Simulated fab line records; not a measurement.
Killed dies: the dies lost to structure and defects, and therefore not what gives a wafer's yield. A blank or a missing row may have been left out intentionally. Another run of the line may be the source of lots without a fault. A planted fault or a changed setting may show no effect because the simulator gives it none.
Chamber matching	flow n5-finfet	rie-diel-04 running N5_GATE_CUT_HM_OPEN_40: 3 sister chambers
The step chemistry C4F6/O2, target SiO2, target depth 139 nm, time 85.1 s. 3 wafers are shown with their chamber, then 7 later ones without.

## WAFERS PAIRED WITH THEIR CHAMBERS
wafer	chamber	showerhead-plenum-p-Torr (Torr)
L084.2	0	2.69
L087.1	3	2.91
L087.3	1	2.83

## WAFERS WITHOUT THEIR CHAMBER
wafer	showerhead-plenum-p-Torr (Torr)
L087.6	2.91
L090.1	2.83
L090.4	2.83
L090.5	2.68
L092.3	2.91
L092.4	2.91
L092.6	2.68

## THE CHAMBER EACH PASSED THROUGH
wafer	from the rows above	in truth
L087.6	3	3
L090.1	1	1
L090.4	1	1
L090.5	0	0
L092.3	3	3
L092.4	3	3
L092.6	0	0
Correct placement for 7 of the 7. Left unplaced by these rows: 0. Placed wrongly: 0.
How it was worked out, from the rows above alone: a wafer's distance from a chamber is the root of the sum, over the readings, of the square of ((its reading less the chamber's mean) divided by the reading's scatter). The wafer belongs to the nearest chamber; if the next one is less than 2 further off, it can't be placed. Each chamber's mean is taken over the wafers shown for it. The scatter: root of mean squared gap, hidden wafer to nearest shown wafer, with one shown wafer a chamber.
